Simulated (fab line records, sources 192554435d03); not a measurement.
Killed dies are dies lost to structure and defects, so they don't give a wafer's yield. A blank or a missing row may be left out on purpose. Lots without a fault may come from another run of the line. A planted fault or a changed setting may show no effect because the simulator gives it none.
Which tool did it? | flow n5_finfet | 24 lots, 72 wafers sampled, at 5 steps of a route of 1938

WHAT THE GAUGES READ, wafer by wafer
N5_BEOL_M12_OVL_MEAS_11.
lot  | measured     | on         | V11_OVL (nm)
L074 | day 10 09:31 | overlay-02 | 0 3 -1
L076 | day 10 20:18 | overlay-01 | -3 2 -1
L075 | day 10 22:19 | overlay-01 | 3 -2 1
L077 | day 11 11:50 | overlay-02 | 3 -7 4
L079 | day 11 17:44 | overlay-01 | 0 0 3
L078 | day 11 20:11 | overlay-02 | -2 -1 -5
L080 | day 11 23:03 | overlay-02 | -5 6 -3
L081 | day 12 20:40 | overlay-02 | -2 -3 0
L082 | day 13 02:46 | overlay-02 | 1 -6 -5
L083 | day 13 14:23 | overlay-01 | -11 0 4
L084 | day 13 22:51 | overlay-02 | 0 -3 -3
L087 | day 14 15:08 | overlay-02 | 1 6 3
L086 | day 14 16:34 | overlay-02 | 0 5 -3
L085 | day 14 17:14 | overlay-01 | -3 -9 0
L088 | day 14 19:07 | overlay-01 | 6 0 6
L089 | day 14 21:32 | overlay-01 | 9 4 4
L090 | day 14 22:05 | overlay-01 | -7 -4 4
L091 | day 15 09:26 | overlay-01 | -10 1 -2
L092 | day 15 13:35 | overlay-01 | -7 -6 -5
L094 | day 15 19:05 | overlay-01 | -7 -5 -4
L093 | day 15 19:43 | overlay-02 | 3 5 5
L095 | day 16 06:19 | overlay-01 | -4 -7 -3
L096 | day 17 06:55 | overlay-02 | 10 7 3
L097 | day 17 16:51 | overlay-02 | -2 -1 -1

N5_BEOL_M12_CD_MEAS_17: target cd 140 nm.
lot  | measured     | on        | cd_nm (nm)
L074 | day 10 10:04 | cd_sem-02 | 138.6 140.2 138.4
L076 | day 10 20:53 | cd_sem-03 | 142.4 140.6 141.7
L075 | day 10 23:14 | cd_sem-02 | 143.4 144.1 143.6
L077 | day 11 12:23 | cd_sem-03 | 139.8 142.4 139.7
L079 | day 11 18:17 | cd_sem-03 | 143.1 142.1 143.2
L078 | day 11 20:45 | cd_sem-03 | 139.9 141.6 141.7
L080 | day 11 23:37 | cd_sem-03 | 140.2 140.8 141.5
L081 | day 12 21:13 | cd_sem-02 | 141.9 142.4 141.8
L082 | day 13 03:19 | cd_sem-01 | 143.6 141.4 143.2
L083 | day 13 14:57 | cd_sem-03 | 142.3 139.9 141.9
L084 | day 13 23:24 | cd_sem-02 | 144.5 141.9 143.3
L087 | day 14 15:41 | cd_sem-01 | 140.9 140.0 141.7
L086 | day 14 17:07 | cd_sem-03 | 141.2 140.6 139.1
L085 | day 14 17:47 | cd_sem-02 | 143.1 141.4 142.8
L088 | day 14 19:59 | cd_sem-03 | 139.7 142.5 142.2
L089 | day 14 22:05 | cd_sem-03 | 139.9 139.6 141.2
L090 | day 14 22:38 | cd_sem-02 | 142.6 138.4 141.6
L091 | day 15 09:59 | cd_sem-01 | 142.3 142.6 144.1
L092 | day 15 14:20 | cd_sem-02 | 140.9 140.7 139.6
L094 | day 15 19:38 | cd_sem-02 | 141.2 141.4 140.1
L093 | day 15 20:29 | cd_sem-01 | 142.1 138.7 139.9
L095 | day 16 06:52 | cd_sem-01 | 140.3 144.4 143.0
L096 | day 17 07:58 | cd_sem-03 | 141.6 141.1 139.1
L097 | day 17 17:25 | cd_sem-03 | 140.9 140.6 143.9

N5_BEOL_M12_INSPECT_30: inspects for defects (macro).
lot  | measured     | on                | raw_defect_count
L074 | day 10 10:35 | defect_inspect-02 | 3 1 2
L076 | day 10 21:16 | defect_inspect-02 | 1 3 3
L075 | day 10 23:37 | defect_inspect-01 | 5 0 5
L077 | day 11 12:54 | defect_inspect-01 | 4 6 4
L079 | day 11 18:47 | defect_inspect-01 | 3 1 2
L078 | day 11 21:16 | defect_inspect-02 | 1 2 3
L080 | day 12 00:00 | defect_inspect-01 | 1 3 0
L081 | day 12 21:43 | defect_inspect-01 | 3 2 3
L082 | day 13 03:49 | defect_inspect-02 | 1 3 0
L083 | day 13 15:20 | defect_inspect-01 | 4 1 3
L084 | day 13 23:55 | defect_inspect-02 | 2 0 2
L087 | day 14 16:04 | defect_inspect-02 | 2 5 2
L086 | day 14 17:38 | defect_inspect-01 | 1 1 1
L085 | day 14 18:18 | defect_inspect-02 | 4 2 2
L088 | day 14 20:29 | defect_inspect-02 | 3 1 0
L089 | day 14 22:28 | defect_inspect-02 | 2 1 3
L090 | day 14 23:01 | defect_inspect-02 | 2 2 0
L091 | day 15 10:30 | defect_inspect-01 | 3 3 2
L092 | day 15 14:51 | defect_inspect-02 | 3 1 1
L094 | day 15 20:09 | defect_inspect-01 | 2 3 1
L093 | day 15 20:59 | defect_inspect-01 | 1 2 2
L095 | day 16 07:23 | defect_inspect-02 | 5 1 0
L096 | day 17 08:30 | defect_inspect-01 | 1 1 0
L097 | day 17 17:55 | defect_inspect-02 | 1 1 2

N5_BEOL_M13_CD_MEAS_28: target cd 209.5 nm.
lot  | measured     | on        | cd_nm (nm)
L074 | day 10 15:14 | cd_sem-02 | 209.9 211.1 209.9
L076 | day 11 03:34 | cd_sem-01 | 210.1 210.4 210.0
L075 | day 11 03:56 | cd_sem-03 | 209.5 209.4 209.9
L077 | day 11 16:49 | cd_sem-01 | 210.5 210.6 210.1
L079 | day 11 22:57 | cd_sem-02 | 208.3 208.6 208.9
L078 | day 12 01:18 | cd_sem-03 | 209.1 209.7 209.7
L080 | day 12 06:20 | cd_sem-02 | 208.3 210.1 208.5
L081 | day 13 03:23 | cd_sem-03 | 208.6 208.8 207.3
L082 | day 13 14:47 | cd_sem-02 | 209.6 208.3 210.3
L083 | day 13 21:14 | cd_sem-02 | 208.8 209.5 209.3
L084 | day 14 11:28 | cd_sem-03 | 208.8 208.7 210.5
L087 | day 14 22:41 | cd_sem-01 | 210.4 211.0 209.8
L086 | day 14 23:13 | cd_sem-02 | 209.2 209.5 209.1
L085 | day 14 23:32 | cd_sem-02 | 208.6 210.0 209.8
L088 | day 15 02:06 | cd_sem-02 | 210.0 210.9 210.5
L089 | day 15 03:32 | cd_sem-01 | 210.1 207.9 209.3
L090 | day 15 03:55 | cd_sem-01 | 211.3 209.7 209.0
L091 | day 15 17:29 | cd_sem-03 | 210.0 210.3 211.2
L092 | day 15 21:23 | cd_sem-03 | 208.5 208.5 207.6
L094 | day 16 01:22 | cd_sem-01 | 208.5 209.5 209.6
L093 | day 16 02:14 | cd_sem-02 | 208.9 208.4 209.7
L095 | day 16 13:32 | cd_sem-02 | 209.4 209.2 210.7
L096 | day 17 13:35 | cd_sem-03 | 209.1 208.5 209.8
L097 | day 17 22:41 | cd_sem-03 | 210.4 211.2 210.9

WHICH TOOL RAN EACH LOT (tool, then ch and the chambers of the sampled wafers, then the start)
lot  | N5_BEOL_M12_STRIP_64
L074 | plasma_asher-01 ch 0,1, day 10 09:55
L076 | plasma_asher-02 ch 0,1, day 10 20:45
L075 | plasma_asher-01 ch 0,1, day 10 23:07
L077 | plasma_asher-02 ch 0, day 11 12:15
L079 | plasma_asher-02 ch 0,1, day 11 18:10
L078 | plasma_asher-01 ch 0, day 11 20:37
L080 | plasma_asher-01 ch 0,1, day 11 23:28
L081 | plasma_asher-01 ch 0,1, day 12 21:04
L082 | plasma_asher-01 ch 0,1, day 13 03:10
L083 | plasma_asher-01 ch 0,1, day 13 14:47
L084 | plasma_asher-01 ch 0,1, day 13 23:16
L087 | plasma_asher-01 ch 0,1, day 14 15:33
L086 | plasma_asher-01 ch 0,1, day 14 16:58
L085 | plasma_asher-01 ch 0,1, day 14 17:40
L088 | plasma_asher-02 ch 0, day 14 19:50
L089 | plasma_asher-01 ch 0,1, day 14 21:57
L090 | plasma_asher-01 ch 0,1, day 14 22:29
L091 | plasma_asher-01 ch 0,1, day 15 09:50
L092 | plasma_asher-02 ch 0,1, day 15 14:11
L094 | plasma_asher-01 ch 0,1, day 15 19:29
L093 | plasma_asher-02 ch 0, day 15 20:07
L095 | plasma_asher-01 ch 0,1, day 16 06:44
L096 | plasma_asher-02 ch 0,1, day 17 07:49
L097 | plasma_asher-02 ch 0,1, day 17 17:16
- N5_BEOL_M12_STRIP_64: strips in N2/H2.

WHAT THE TOOLS THEMSELVES READ (means of the sampled wafers that have a number; where no wafer has one, the mark that the record gives instead)
N5_BEOL_M12_STRIP_64.
lot  | tool            | drypump_motor_current_A (A) | heater_power_w (W) | oes_product_au (a.u.) | strip_time_to_endpoint_s (s)
L074 | plasma_asher-01 | 5.7                         | 377                | 0.715                 | 31.48
L076 | plasma_asher-02 | 5.9                         | 308                | 0.718                 | 31.40
L075 | plasma_asher-01 | 5.7                         | 376                | 0.713                 | 31.42
L077 | plasma_asher-02 | 6.2                         | 301                | 0.710                 | 31.39
L079 | plasma_asher-02 | 5.7                         | 317                | 0.715                 | 31.49
L078 | plasma_asher-01 | 5.4                         | 397                | 0.712                 | 31.32
L080 | plasma_asher-01 | 5.7                         | 369                | 0.714                 | 31.34
L081 | plasma_asher-01 | 5.7                         | 365                | 0.714                 | 31.34
L082 | plasma_asher-01 | 5.7                         | 378                | 0.714                 | 31.32
L083 | plasma_asher-01 | 5.7                         | 378                | 0.713                 | 31.25
L084 | plasma_asher-01 | 5.7                         | 372                | 0.720                 | 31.40
L087 | plasma_asher-01 | 6.0                         | 351                | 0.715                 | 31.35
L086 | plasma_asher-01 | 5.7                         | 378                | 0.717                 | 31.32
L085 | plasma_asher-01 | 5.7                         | 380                | 0.713                 | 31.32
L088 | plasma_asher-02 | 6.2                         | 300                | 0.709                 | 31.34
L089 | plasma_asher-01 | 6.1                         | 354                | 0.715                 | 31.33
L090 | plasma_asher-01 | 6.0                         | 348                | 0.719                 | 31.30
L091 | plasma_asher-01 | 5.7                         | 373                | 0.714                 | 31.35
L092 | plasma_asher-02 | 5.7                         | 316                | 0.718                 | 31.34
L094 | plasma_asher-01 | 5.7                         | 374                | 0.710                 | 31.39
L093 | plasma_asher-02 | 6.2                         | 300                | 0.719                 | 31.35
L095 | plasma_asher-01 | 5.7                         | 380                | 0.718                 | 31.27
L096 | plasma_asher-02 | 5.7                         | 315                | 0.712                 | 31.31
L097 | plasma_asher-02 | 5.9                         | 307                | 0.719                 | 31.46

THE ANSWER, worked out from the rows above alone
Rule: what is usual is taken from the lots themselves. Put in order of their means at a reading, lots are off if they are a third of the lots or fewer, leave a main group of 4 or more, and stand apart from it by a gap of 3 or more times the standard deviation of the main group's means; of several such gaps the widest counts. A main group whose means are all the same, to the digits that the tables above print for the reading, isn't used. A lot without any number at a reading at which 4 lots or more have one is off too. The other lots that the step has rows for count as sound. The gauges are gone through in route order, then the tools' own readings, and for those a lot's mean is taken as printed above. The first step at which some lot is off is used, and at that step the reading that is off furthest; a lot without a number counts as furthest.
No lot is off at any reading shown: from this, nothing can be told.

WHAT THE SIMULATOR HAD PUT IN
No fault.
